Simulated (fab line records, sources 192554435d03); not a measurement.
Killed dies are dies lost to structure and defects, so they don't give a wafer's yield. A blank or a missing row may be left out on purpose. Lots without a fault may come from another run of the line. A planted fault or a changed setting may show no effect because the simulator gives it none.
Split-lot experiment | flow n5_finfet | 7 lots, 21 wafers read, on a route of 1938 steps

THE SPLIT
At N5_BEOL_M5_COAT_05 (resist thk 30 nm), the setting spin_rpm was moved away from the recipe's 1500 rpm on 4 of the 21 wafers read, by -10.9% to +6.5%. The other wafers ran this setting at the recipe's value.

The reading is taken at the split's own step.

THE READING
CAR-EUV_of_BEOL_M5_COAT_05.thk_nm (the simulator's own value, which no gauge read), in nm, at N5_BEOL_M5_COAT_05 (resist thk 30 nm). The file gives no usual value for it. The 17 wafers here that ran the recipe average 30.0 nm, standard deviation 0.12 nm.

wafer  | tool, chamber at the split | spin_rpm as run, rpm | against the recipe | CAR-EUV_of_BEOL_M5_COAT_05.thk_nm, nm | against lot-mates on the recipe
L074.1 | litho_track-01, 0          | 1500                 | recipe             | 30                                    | -
L074.2 | litho_track-01, 0          | 1500                 | recipe             | 30                                    | -
L074.6 | litho_track-01, 0          | 1500                 | recipe             | 30                                    | -
L075.1 | litho_track-04, 0          | 1598                 | +6.5%              | 29.2                                  | -1.0
L075.4 | litho_track-04, 0          | 1500                 | recipe             | 30.2                                  | -
L075.5 | litho_track-04, 0          | 1500                 | recipe             | 30.2                                  | -
L076.2 | litho_track-03, 0          | 1500                 | recipe             | 30                                    | -
L076.6 | litho_track-03, 0          | 1500                 | recipe             | 30                                    | -
L076.3 | litho_track-03, 0          | 1337                 | -10.9%             | 31.8                                  | +1.8
L079.2 | litho_track-03, 0          | 1500                 | recipe             | 30                                    | -
L079.4 | litho_track-03, 0          | 1500                 | recipe             | 30                                    | -
L079.3 | litho_track-03, 0          | 1500                 | recipe             | 29.8                                  | -
L080.3 | litho_track-03, 0          | 1500                 | recipe             | 30                                    | -
L080.6 | litho_track-03, 0          | 1500                 | recipe             | 30                                    | -
L080.5 | litho_track-03, 0          | 1500                 | recipe             | 29.8                                  | -
L092.1 | litho_track-03, 0          | 1567                 | +4.5%              | 29.4                                  | -0.6
L092.4 | litho_track-03, 0          | 1500                 | recipe             | 30                                    | -
L092.5 | litho_track-03, 0          | 1500                 | recipe             | 30                                    | -
L096.2 | litho_track-03, 0          | 1545                 | +3.0%              | 29.8                                  | -0.4
L096.4 | litho_track-03, 0          | 1500                 | recipe             | 30.2                                  | -
L096.6 | litho_track-03, 0          | 1500                 | recipe             | 30.2                                  | -

THE FIT
A straight line over all 21 wafers: CAR-EUV_of_BEOL_M5_COAT_05.thk_nm changes by -0.149 nm for each +1% of spin_rpm; r = -0.96; the points scatter about the line by 0.13 nm.
The same after taking each lot's own level away (the mean of its wafers on the recipe; 21 wafers): -0.158 nm for each +1%; r = -0.99; scatter 0.062 nm.
On that fit, the largest move of spin_rpm shifts the reading by 1.7 nm.
The lots' own levels span 29.93 to 30.20 nm, that is 2.3 times the standard deviation above.
So the lot-to-lot level changes the slope little: the two slopes agree.
Check: with one of the wafers moved furthest among these (-10.9%) left out of the fit, the line predicts +1.59 nm for it against its lot-mates. It came out at +1.8 nm against them.

OTHER SPLITS ON THESE WAFERS
These wafers also went through other splits before the reading. Each is held against what the fit with the lots' levels taken away leaves over:
other split on the same wafers            | wafers away from the commonest value | r with CAR-EUV_of_BEOL_M5_COAT_05.thk_nm (lot level and that fit taken away)
N5_BEOL_M0_ETCH_138 source_w              | 7                                    | +0.00
N5_BEOL_M0_TRENCH_ETCH_107 target_depth_a | 14                                   | -0.24
N5_BEOL_M1_ILD_DEP_00 time_s              | 5                                    | +0.12
N5_BEOL_M1_HM_DEP_02 target_thk_a         | 5                                    | -0.03
N5_BEOL_M2_PECVD_72 time_s                | 4                                    | +0.19
N5_BEOL_M2_ETCHBACK_99 time_s             | 4                                    | -0.11
N5_BEOL_M3_COAT_67 spin_rpm               | 5                                    | -0.31
N5_BEOL_M3_EXPOSE_25 dose_mj              | 2                                    | +0.14

THE FILE'S OWN FIT
CAR-EUV_of_BEOL_M5_COAT_05.thk_nm changes by -0.158 nm for each +1% of spin_rpm, r = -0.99.
